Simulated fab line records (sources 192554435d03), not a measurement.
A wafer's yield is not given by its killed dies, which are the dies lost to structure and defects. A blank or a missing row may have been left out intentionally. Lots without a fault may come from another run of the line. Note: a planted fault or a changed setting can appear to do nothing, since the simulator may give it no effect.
Chamber matching / flow n5Finfet / aldMetal-01 running N5_BEOL_M6_ALD_77: 4 sister chambers
The step deposits TaN, target thk 2 nm, pulse time 2 s, purge time 3 s. 4 wafers are shown with their chamber, then 10 later ones without.

WAFERS WITH THEIR CHAMBER
wafer=L081.3; chamber=0; heaterPowerW (W)=428
wafer=L087.1; chamber=1; heaterPowerW (W)=389
wafer=L090.3; chamber=3; heaterPowerW (W)=408
wafer=L090.4; chamber=2; heaterPowerW (W)=342

WAFERS MISSING THEIR CHAMBER
wafer=L090.5; heaterPowerW (W)=397
wafer=L088.1; heaterPowerW (W)=423
wafer=L088.3; heaterPowerW (W)=404
wafer=L088.6; heaterPowerW (W)=349
wafer=L094.1; heaterPowerW (W)=391
wafer=L094.2; heaterPowerW (W)=347
wafer=L094.5; heaterPowerW (W)=346
wafer=L096.2; heaterPowerW (W)=382
wafer=L096.4; heaterPowerW (W)=402
wafer=L096.5; heaterPowerW (W)=392

EACH ONE'S CHAMBER
wafer=L090.5; from the rows above=can't be placed: 1 or 3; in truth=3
wafer=L088.1; from the rows above=can't be placed: 0 or 3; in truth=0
wafer=L088.3; from the rows above=3; in truth=3
wafer=L088.6; from the rows above=2; in truth=2
wafer=L094.1; from the rows above=1; in truth=1
wafer=L094.2; from the rows above=2; in truth=2
wafer=L094.5; from the rows above=2; in truth=2
wafer=L096.2; from the rows above=1; in truth=1
wafer=L096.4; from the rows above=can't be placed: 3 or 1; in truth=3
wafer=L096.5; from the rows above=1; in truth=1
Correctly placed: 7 of 10. Can't be placed from these rows: 3 (the true chamber is among the candidates in 3). Number placed wrongly: 0.
How it was worked out, from the rows above alone: a wafer's distance from a chamber is the root of the sum, over the readings, of the square of ((its reading less the chamber's mean) divided by the reading's scatter). If the next closest chamber is less than 2 further off than the closest, the wafer can't be placed; otherwise it belongs to the closest. For every chamber, the mean is computed from those of its wafers that are shown. The scatter: root of mean squared gap, hidden wafer to nearest shown wafer, with one shown wafer a chamber.
